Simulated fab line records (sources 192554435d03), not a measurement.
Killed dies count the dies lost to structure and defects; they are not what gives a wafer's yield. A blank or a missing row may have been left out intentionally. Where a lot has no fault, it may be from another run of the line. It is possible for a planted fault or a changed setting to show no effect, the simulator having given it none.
Chamber matching + flow n5 finfet + N5_BEOL_M5_DEP_56 on pecvd-02 has 3 sister chambers
The step deposits SiCN from 3MS/NH3, target thk 8 nm, time 14 s. 6 wafers are shown with their chamber, then 12 later ones without.

EACH WAFER AND ITS CHAMBER
| wafer  | chamber | throttle valve pct (%) | showerhead plenum p Torr (Torr) |
|--------|---------|------------------------|---------------------------------|
| L088.5 | 2       | 8.6                    | 3.660                           |
| L089.3 | 2       | 8.4                    | 3.664                           |
| L089.4 | 0       | 9.7                    | 3.646                           |
| L091.1 | 0       | 9.4                    | 3.638                           |
| L091.2 | 1       | 9.2                    | 3.672                           |
| L091.5 | 1       | 9.5                    | 3.678                           |

WAFERS WHOSE CHAMBER IS MISSING
| wafer  | throttle valve pct (%) | showerhead plenum p Torr (Torr) |
|--------|------------------------|---------------------------------|
| L093.1 | 9.2                    | 3.680                           |
| L093.2 | 8.6                    | 3.656                           |
| L093.5 | 9.4                    | 3.680                           |
| L095.2 | 9.3                    | 3.681                           |
| L095.4 | 9.7                    | 3.644                           |
| L095.6 | 9.5                    | 3.633                           |
| L096.1 | 8.2                    | 3.663                           |
| L096.2 | 9.1                    | 3.677                           |
| L096.6 | 8.3                    | 3.669                           |
| L097.1 | 9.5                    | 3.632                           |
| L097.2 | 9.4                    | 3.670                           |
| L097.4 | 9.7                    | 3.651                           |

CHAMBER TAKEN BY EACH
| wafer  | from the rows above | in truth |
|--------|---------------------|----------|
| L093.1 | 1                   | 1        |
| L093.2 | 2                   | 2        |
| L093.5 | 1                   | 1        |
| L095.2 | 1                   | 1        |
| L095.4 | 0                   | 0        |
| L095.6 | 0                   | 0        |
| L096.1 | 2                   | 2        |
| L096.2 | 1                   | 1        |
| L096.6 | 2                   | 2        |
| L097.1 | 0                   | 0        |
| L097.2 | 1                   | 1        |
| L097.4 | 0                   | 0        |
Placed correctly: 12 of 12. From these rows, 0 cannot be placed. Wrongly placed: 0.
How it was worked out, from the rows above alone: a wafer's distance from a chamber is the root of the sum, over the readings, of the square of ((its reading less the chamber's mean) divided by the reading's scatter). The wafer belongs to the nearest chamber; if the next one is less than 2 further off, it can't be placed. A chamber's mean is the mean of its shown wafers. The scatter: take each reading less its chamber's mean, square it, sum over the shown wafers, divide by the number of wafers less the number of chambers, and take the root.
